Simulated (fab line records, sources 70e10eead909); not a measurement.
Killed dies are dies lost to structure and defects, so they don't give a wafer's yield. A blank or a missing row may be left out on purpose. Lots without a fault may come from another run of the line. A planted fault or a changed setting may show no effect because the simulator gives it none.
fab line records | flow nand_harc
record lots=6 wafers=18 last_day=24
route steps=1159 shown A_CHANNEL_HOLE_D1@457
lots that met no fault: from a run of the same line without faults
start_h: hours from the record's first day to the start of the lot's first wafer shown | wait_h: hours since the lot's step before | " the same as in the row above | L1.1+2: a row that stands for several wafers | - no value, or no start given | * or withheld: withheld | < > ~ a bound
route shown NAME@n: a module of which the file shows steps, and the number in the route of the first | usual: mean/standard deviation of fault-free wafers | same: alike in all rows | chamber/n: place in a boat | sites: the reading at each site | _std_site: their standard deviation | _edge_site: outer sites' mean less inner sites' | radius_mm: how far each site lies from the wafer's centre | mask NAME#n: copy n | behind: the tool/chamber that last shaped the wafer | hold: why the lot was held/for how many hours/how that ended | device: the transistor (n, p or np) that didn't switch | end of line: the same wafers' tests at the end of the route | a step without rows: its recipe alone | killed: dies lost to structure and defects at the first sort, not the wafer's yield | map: a wafer's dies, x killed, . not, _ none there
set.NAME: the setting as run; set.NAME@STEP: as run at that earlier step | model.NAME: the simulator's own value behind a step, which no gauge read
lots at some steps of the route; a table a step, a row a wafer
services: from which hour (start_h, from the record's first day; less than 0 if before it) a tool's chamber was out of use, for how many hours, and why
## steps
# step NHARC_A_CHANNEL_HOLE_D1_SOFTBAKE_05
# recipe temp_c=105 time_s=55
# step NHARC_A_CHANNEL_HOLE_D1_EBR_06
# step NHARC_A_CHANNEL_HOLE_D1_EXPOSE_07
# recipe na=1.35 target_cd_nm=100 sigma_outer=0.3 dose_mj=59.65 mask_id=HOLE_D1
# step NHARC_A_CHANNEL_HOLE_D1_PEB_08
# recipe peb_temp_c=100 peb_time_s=65
# step NHARC_A_CHANNEL_HOLE_D1_DEVELOP_09
# recipe develop_time_s=35 dev_temp_c=23
# step NHARC_A_CHANNEL_HOLE_D1_CD_MEAS_10
# recipe target_cd_nm=100 landing_energy_ev=500
# usual cd_nm=100.0/0.43
# columns lot.wafer tool chamber start_h wait_h cd_nm
L769.1 cd_sem-03 0 171.15 - 100.6
L769.3 " 0 " " 100.9
L769.6 " 0 " " 100.4
L775.1 cd_sem-03 0 212.59 - 99.7
L775.2 " 0 " " 99.7
L775.6 " 0 " " 99.6
L776.1 cd_sem-01 0 213.68 - 99.7
L776.4 " 0 " " 98.8
L776.5 " 0 " " 99.2
L788.3 cd_sem-03 0 282.47 - 101.1
L788.4 " 0 " " 100.4
L788.5 " 0 " " 100.7
L789.2 cd_sem-02 0 294.34 - 99.6
L789.3 " 0 " " 99.8
L789.4 " 0 " " 99.4
L792.3 cd_sem-02 0 304.06 - 100.1
L792.5 " 0 " " 100.1
L792.6 " 0 " " 99.8
# step NHARC_A_CHANNEL_HOLE_D1_OVL_MEAS_11
# usual overlay_x_nm=0.1/0.76 overlay_y_nm=0.0/0.91
# columns lot.wafer tool chamber start_h wait_h overlay_x_nm overlay_y_nm
L769.1 overlay-02 - 171.25 - -0.6 -0.1
L769.3 " - " " -1.2 0.0
L769.6 " - " " -1.1 0.0
L775.1 overlay-02 - 212.68 - 0.3 0.4
L775.2 " - " " 1.2 0.0
L775.6 " - " " 1.2 0.5
L776.1 overlay-02 - 213.77 - 0.1 -0.4
L776.4 " - " " -0.3 0.2
L776.5 " - " " 0.2 0.2
L788.3 overlay-02 - 282.55 - 0.0 0.8
L788.4 " - " " 0.0 0.9
L788.5 " - " " 0.9 1.0
L789.2 overlay-01 - 294.42 - 0.4 -0.5
L789.3 " - " " 0.1 -0.1
L789.4 " - " " 0.4 -0.1
L792.3 overlay-02 - 304.14 - 0.2 -0.8
L792.5 " - " " 0.0 -1.2
L792.6 " - " " 0.2 -0.7
# step NHARC_A_CHANNEL_HOLE_D1_INSPECT_12
# usual raw_defect_count=6/3.1
# columns lot.wafer tool chamber start_h wait_h raw_defect_count
L769.1 defect_inspect-02 - 171.29 0.0 4
L769.3 " - " " 5
L769.6 " - " " 1
L775.1 defect_inspect-02 - 212.72 0.0 20
L775.2 " - " " 6
L775.6 " - " " 9
L776.1 defect_inspect-02 - 213.80 0.0 7
L776.4 " - " " 8
L776.5 " - " " 7
L788.3 defect_inspect-01 - 282.59 0.0 5
L788.4 " - " " 5
L788.5 " - " " 3
L789.2 defect_inspect-02 - 294.46 0.0 2
L789.3 " - " " 5
L789.4 " - " " 6
L792.3 defect_inspect-01 - 304.18 0.0 5
L792.5 " - " " 5
L792.6 " - " " 6
# step NHARC_A_CHANNEL_HOLE_D1_DESCUM_15
# recipe time_s=3 o2_flow_sccm=200 ar_flow_sccm=0 bias_power_w=0 chemistry=O2
# usual drypump_motor_current_A=5.7/0.58 oes_product_au=1.000/0.0067 rf_vpp_V=57.7/0.95 showerhead_plenum_p_Torr=1.89/0.073 throttle_valve_pct=11.312/0.0088
# columns lot.wafer tool chamber start_h wait_h drypump_motor_current_A oes_product_au rf_hours_counter_h rf_vpp_V showerhead_plenum_p_Torr throttle_valve_pct
L769.3 rie_diel-02 2 171.36 0.1 5.9 0.997 2 57.4 1.97 11.325
L769.1 " 3 " " 5.2 1.010 2 57.4 1.81 11.318
L769.6 " 2 " " 5.9 1.008 - 58.7 1.97 11.302
L775.1 rie_diel-10 0 212.78 0.1 5.5 0.992 2 56.6 1.96 11.332
L775.2 " 1 " " 4.8 1.006 2 55.9 1.80 11.315
L775.6 " 1 " " 4.8 0.996 - 58.6 1.80 11.301
L776.1 rie_diel-02 0 213.87 0.1 5.8 1.005 4 57.0 1.91 11.316
L776.4 " 1 " " 5.5 1.002 4 58.3 1.92 11.289
L776.5 " 1 " " 5.5 0.991 - 57.7 1.92 11.297
L788.3 rie_diel-02 3 282.66 0.1 5.3 1.001 10 55.9 1.80 11.311
L788.4 " 3 " " 5.2 0.997 - 56.0 1.80 11.323
L788.5 " 0 " " 5.8 1.014 - 57.4 1.91 11.304
L789.3 rie_diel-10 3 294.52 0.1 5.2 1.007 5 57.2 1.80 11.312
L789.2 " 0 " " 5.5 0.989 6 59.1 1.96 11.326
L789.4 " 2 " " 5.8 1.004 7 57.2 1.80 11.313
L792.3 rie_diel-10 3 304.26 0.1 5.2 0.996 6 57.0 1.80 11.292
L792.6 " 1 " " 4.8 0.999 - 57.7 1.80 11.299
L792.5 " 2 " " 5.7 1.002 - 57.9 1.80 11.312
# step NHARC_A_CHANNEL_HOLE_D1_ETCH_38
# recipe target_depth_a=390 over_etch_frac=0.3 time_s=65 ion_energy_ev=80 cf4_flow_sccm=150 ar_flow_sccm=0 rf_w=300 bias_w=100 chemistry=CF4
# usual bias_w=100.04/0.29 cf4_flow_sccm=150.0/0.46 drypump_motor_current_A=5.6/0.58 oes_product_au=0.999/0.0064 rf_fwd_power_W=297.0/0.96 rf_vpp_V=151.0/1.1 showerhead_plenum_p_Torr=1.75/0.063 throttle_valve_pct=13.283/0.0093
# columns lot.wafer tool chamber start_h wait_h bias_w cf4_flow_sccm drypump_motor_current_A oes_product_au rf_fwd_power_W rf_hours_counter_h rf_vpp_V showerhead_plenum_p_Torr throttle_valve_pct
L769.1 rie_diel-02 1 171.45 0.1 100.26 150.8 5.5 0.985 296.5 1 151.4 1.77 13.293
L769.3 " 2 " " 99.47 150.3 5.9 1.001 295.2 2 152.0 1.81 13.295
L769.6 " 0 " " 100.02 150.4 5.8 1.002 296.9 - 151.5 1.76 13.269
L775.2 rie_diel-10 0 212.87 0.1 100.30 150.0 5.5 0.999 297.0 2 151.1 1.81 13.286
L775.1 " 2 " " 100.02 150.5 5.7 0.994 295.8 2 150.5 1.67 13.281
L775.6 " 1 " " 100.36 150.6 4.8 0.993 297.0 - 149.7 1.67 13.289
L776.4 rie_diel-02 1 213.95 0.1 100.25 150.2 5.5 1.002 295.9 4 151.7 1.77 13.286
L776.1 " 2 " " 99.53 150.2 5.8 1.009 296.9 4 150.2 1.81 13.275
L776.5 " 2 " " 99.83 150.6 5.9 1.001 296.7 - 151.6 1.81 13.292
L788.3 rie_diel-02 3 282.77 0.1 99.37 149.7 5.2 1.000 296.5 10 149.8 1.67 13.297
L788.5 " 1 " " 100.29 150.2 5.5 1.005 297.5 - 150.9 1.77 13.292
L788.4 " 3 " " 99.59 150.1 5.2 0.998 296.3 - 149.3 1.67 13.278
L789.4 rie_diel-10 3 294.61 0.1 99.60 150.6 5.2 1.002 298.1 5 148.3 1.67 13.285
L789.3 " 0 " " 99.90 150.0 5.5 1.002 296.8 6 151.2 1.81 13.275
L789.2 " 1 " " 100.13 149.6 4.8 0.997 297.7 7 150.3 1.67 13.284
L792.3 rie_diel-10 3 304.34 0.1 99.97 150.4 5.2 0.999 297.2 6 149.8 1.67 13.281
L792.6 " 0 " " 99.62 149.8 5.5 0.999 296.8 - 150.9 1.80 13.295
L792.5 " 1 " " 100.24 150.1 4.8 0.993 297.9 - 149.7 1.67 13.281
# step NHARC_A_CHANNEL_HOLE_D1_ETCH_39
# recipe target_depth_a=2600 over_etch_frac=0.3 time_s=325 ion_energy_ev=200 n2_flow_sccm=150 h2_flow_sccm=150 ar_flow_sccm=0 rf_w=400 bias_w=150 chemistry=N2/H2
# usual bias_w=150.0/0.41 chamber_pressure_mTorr=30.000/0.028 drypump_motor_current_A=5.7/0.57 oes_product_au=1.000/0.0074 rf_fwd_power_W=399.1/1.3 rf_vpp_V=429.6/2.3 showerhead_plenum_p_Torr=2.01/0.081 throttle_valve_pct=14.171/0.0081
# columns lot.wafer tool chamber start_h wait_h bias_w chamber_pressure_mTorr drypump_motor_current_A oes_product_au rf_fwd_power_W rf_hours_counter_h rf_vpp_V showerhead_plenum_p_Torr throttle_valve_pct
L769.1 rie_diel-02 2 - - 149.6 29.945 5.8 1.002 400.7 2 432.1 2.10 14.173
L769.3 " 1 " " 149.2 29.960 5.5 1.007 400.2 1 429.9 2.04 14.161
L769.6 " 2 " " 150.1 30.006 5.8 0.991 399.0 - 431.9 2.10 14.168
L775.1 rie_diel-10 2 - - 149.7 30.027 5.8 1.000 400.0 2 428.2 1.91 14.170
L775.2 " 3 " " 149.8 30.006 5.2 1.005 398.7 2 427.2 1.91 14.177
L775.6 " 3 " " 149.9 29.949 5.2 0.995 398.4 - 427.3 1.91 14.185
L776.1 rie_diel-02 0 - - 149.9 30.014 5.8 1.015 398.1 5 431.2 2.03 14.166
L776.4 " 2 " " 149.6 29.973 5.9 1.008 400.3 4 431.6 2.10 14.156
L776.5 " 0 " " 150.4 30.013 5.8 0.993 399.2 - 429.4 2.03 14.150
L788.3 rie_diel-02 1 - - 149.6 29.999 5.5 1.008 400.0 8 430.6 2.04 14.158
L788.4 " 3 " " 149.8 29.990 5.2 1.015 396.9 - 427.4 1.92 14.173
L788.5 " 0 " " 150.2 29.951 5.8 1.017 398.9 - 429.9 2.03 14.170
L789.3 rie_diel-10 3 - - 150.1 29.986 5.2 0.988 400.3 5 426.7 1.91 14.169
L789.2 " 0 " " 149.6 29.965 5.5 0.995 400.9 6 430.4 2.09 14.178
L789.4 " 2 " " 149.4 29.964 5.7 1.001 399.2 7 426.7 1.91 14.169
L792.3 rie_diel-10 1 - - 150.3 30.028 4.8 0.999 399.0 8 425.5 1.92 14.184
L792.5 " 3 " " 149.6 29.963 5.2 1.001 398.0 - 427.7 1.91 14.153
L792.6 " 0 " " 149.5 30.024 5.5 1.003 397.5 - 431.5 2.08 14.181
# step NHARC_A_CHANNEL_HOLE_D1_ETCH_34
# recipe target_depth_a=1540 time_s=77 cf4_flow_sccm=100 chf3_flow_sccm=30 ar_flow_sccm=0 rf_w=500 bias_w=200 chemistry=CF4/CHF3
# usual bias_w=200.0/0.65 cf4_flow_sccm=99.99/0.28 drypump_motor_current_A=5.7/0.57 oes_product_au=0.944/0.023 rf_fwd_power_W=495.6/1.5 rf_vpp_V=369.8/2.1 showerhead_plenum_p_Torr=1.55/0.059 throttle_valve_pct=16.803/0.0086
# columns lot.wafer tool chamber start_h wait_h bias_w cf4_flow_sccm drypump_motor_current_A oes_product_au rf_fwd_power_W rf_hours_counter_h rf_vpp_V showerhead_plenum_p_Torr throttle_valve_pct
L769.1 rie_diel-02 1 - - 199.3 100.47 5.5 0.962 497.7 1 370.6 1.58 16.793
L769.3 " 3 " " 200.6 100.18 5.2 0.970 494.4 2 367.2 1.49 16.809
L769.6 " 2 " " 199.9 100.18 5.9 0.958 492.2 - 373.0 1.62 16.793
L775.2 rie_diel-10 1 - - 199.8 99.92 4.8 0.946 495.9 2 368.4 1.49 16.801
L775.1 " 2 " " 200.5 99.72 5.7 0.961 495.9 2 366.5 1.48 16.801
L775.6 " 0 " " 199.8 100.29 5.5 0.942 493.8 - 370.2 1.61 16.800
L776.4 rie_diel-02 0 - - 200.2 99.76 5.8 0.925 495.9 5 370.3 1.57 16.818
L776.1 " 1 " " 199.6 100.09 5.5 0.916 496.0 4 372.2 1.58 16.811
L776.5 " 2 " " 199.6 99.85 5.9 0.928 495.2 - 371.5 1.61 16.794
L788.3 rie_diel-02 3 - - 200.9 100.34 5.2 0.923 494.8 10 367.3 1.49 16.800
L788.4 " 1 " " 200.0 99.95 5.5 0.923 496.5 - 371.4 1.57 16.805
L788.5 " 0 " " 199.8 99.88 5.8 0.927 495.6 - 369.5 1.57 16.800
L789.2 rie_diel-10 1 - - 200.8 99.89 4.8 0.930 496.4 7 368.2 1.49 16.806
L789.3 " 2 " " 200.6 100.33 5.8 0.922 495.6 7 368.8 1.48 16.797
L789.4 " 3 " " 200.8 99.74 5.2 0.926 493.4 5 366.5 1.48 16.813
L792.3 rie_diel-10 3 - - 200.0 99.81 5.2 0.914 496.5 6 367.4 1.48 16.797
L792.6 " 3 " " 200.2 99.61 5.2 0.909 494.8 - 367.2 1.48 16.807
L792.5 " 0 " " 200.0 99.87 5.5 0.921 493.2 - 371.3 1.61 16.830
# step NHARC_A_CHANNEL_HOLE_D1_ETCH_16
# recipe target_depth_a=31000 over_etch_frac=0.3 time_s=806 ion_energy_ev=150 o2_flow_sccm=400 cos_flow_sccm=20 ar_flow_sccm=0 rf_w=500 bias_w=300 chemistry=O2/COS
# usual bias_w=300.0/0.93 chamber_pressure_mTorr=20.000/0.019 drypump_motor_current_A=5.7/0.58 oes_product_au=1.000/0.0068 rf_fwd_power_W=499.2/1.6 rf_vpp_V=313.6/1.8 showerhead_plenum_p_Torr=3.08/0.11 throttle_valve_pct=28.331/0.0095
# columns lot.wafer tool chamber start_h wait_h bias_w chamber_pressure_mTorr drypump_motor_current_A oes_product_au rf_fwd_power_W rf_hours_counter_h rf_vpp_V showerhead_plenum_p_Torr throttle_valve_pct
L769.1 rie_diel-02 0 171.88 - 300.4 19.988 5.8 1.004 499.0 2 314.2 3.11 28.323
L769.3 " 1 " " 299.6 20.016 5.5 1.001 497.4 2 314.5 3.13 28.327
L769.6 " 1 " " 300.5 19.948 5.5 0.996 497.9 - 313.7 3.13 28.325
L775.2 rie_diel-10 3 213.43 - 299.7 20.004 5.2 1.010 497.3 2 309.7 2.94 28.347
L775.1 " 0 " " 298.5 20.025 5.5 0.992 498.8 2 315.4 3.19 28.329
L775.6 " 1 " " 299.1 19.963 4.8 0.996 499.6 - 310.4 2.95 28.327
L776.1 rie_diel-02 0 214.39 - 298.9 19.998 5.8 0.997 500.6 5 313.7 3.11 28.330
L776.4 " 3 " " 299.5 20.000 5.3 1.010 500.0 5 311.5 2.95 28.335
L776.5 " 1 " " 300.6 19.972 5.5 0.989 500.2 - 314.0 3.13 28.331
L788.3 rie_diel-02 1 283.35 - - - - - - - - - -
L788.4 " 1 " " - - - - - - - - -
L788.5 " 3 " " - - - - - - - - -
L789.2 rie_diel-10 0 295.05 - - - - - - - - - -
L789.3 " 2 " " - - - - - - - - -
L789.4 " 3 " " - - - - - - - - -
L792.3 rie_diel-10 2 304.88 - 299.9 20.013 5.7 1.008 499.4 8 311.9 2.94 28.331
L792.6 " 0 " " 299.4 20.030 5.5 1.011 499.5 - 314.3 3.19 28.327
L792.5 " 1 " " 296.9 20.007 4.8 1.008 499.9 - 311.2 2.95 28.327
# step NHARC_A_CHANNEL_HOLE_D1_CD_MEAS_18
# usual cd_nm=99.0/1.5
# columns lot.wafer tool chamber start_h wait_h cd_nm
L769.1 cd_sem-01 - 172.47 - 98.4
L769.3 " - " " 97.9
L769.6 " - " " 97.0
L775.1 cd_sem-03 - 213.89 - 96.1
L775.2 " - " " 96.9
L775.6 " - " " 97.1
L776.1 cd_sem-03 - 214.98 - 98.5
L776.4 " - " " 97.5
L776.5 " - " " 97.3
L788.3 cd_sem-02 - 283.97 - 99.8
L788.4 " - " " 100.1
L788.5 " - " " 101.2
L789.2 cd_sem-02 - 295.63 - 98.6
L789.3 " - " " 97.6
L789.4 " - " " 96.3
L792.3 cd_sem-02 - 305.35 - 101.3
L792.5 " - " " 99.2
L792.6 " - " " 97.5
## services
# columns tool chamber start_h hours kind
rie_diel-02 - 150.70 9.0 pm
rie_diel-02 0 150.70 9.0 vent_cycle
rie_diel-02 1 150.70 9.0 vent_cycle
rie_diel-02 2 150.70 9.0 vent_cycle
rie_diel-02 3 150.70 9.0 vent_cycle
rie_diel-10 0 155.50 - clean
rie_diel-10 1 155.50 - clean
rie_diel-10 2 155.50 - clean
rie_diel-10 3 155.50 - clean
rie_diel-02 0 159.70 - clean
rie_diel-02 1 159.70 - clean
rie_diel-02 2 159.70 - clean
rie_diel-02 3 159.70 - clean
rie_diel-10 - 176.50 9.0 pm
rie_diel-10 0 176.50 9.0 vent_cycle
rie_diel-10 1 176.50 9.0 vent_cycle
rie_diel-10 2 176.50 9.0 vent_cycle
rie_diel-10 3 176.50 9.0 vent_cycle
rie_diel-02 0 184.20 - clean
rie_diel-02 1 184.20 - clean
rie_diel-02 2 184.20 - clean
rie_diel-02 3 184.20 - clean
rie_diel-02 2 259.86 31.5 repair
rie_diel-10 3 262.31 4.8 repair
## key
first_sign step=NHARC_A_CHANNEL_HOLE_D1_ETCH_16 reading=tool_record direction=missing
effect none on later readings
met_at NHARC_A_CHANNEL_HOLE_D1_ETCH_16
struck_wafers L788.3,L788.4,L788.5,L789.2,L789.3,L789.4
later_rows_left_out L788.3,L788.4,L788.5,L789.2,L789.3,L789.4
sort_left_out L788.3,L788.4,L788.5,L789.2,L789.3,L789.4
tester_left_out L788,L789
onset_between 214.39 283.35
fault kind=skipped_step_whole tool=rie_diel-02,rie_diel-10 chamber=- onset_h=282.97 steps=NHARC_A_CHANNEL_HOLE_D1_ETCH_16 scope=struck_lots_only
# tester_left_out: of these lots the tester's yield and bins aren't shown, on N5 and GAA mostly nor the transistor test; their killed dies are dies lost to structure and defects alone, not to doping, threshold or leakage, so they don't give the yield
# sort_left_out: the simulated sort isn't trusted on such a fault, so these wafers' sort isn't shown, and their yield isn't known
# later_rows_left_out: the simulator's readings of these wafers behind a module that went badly wrong aren't trusted and aren't shown, but for the sort
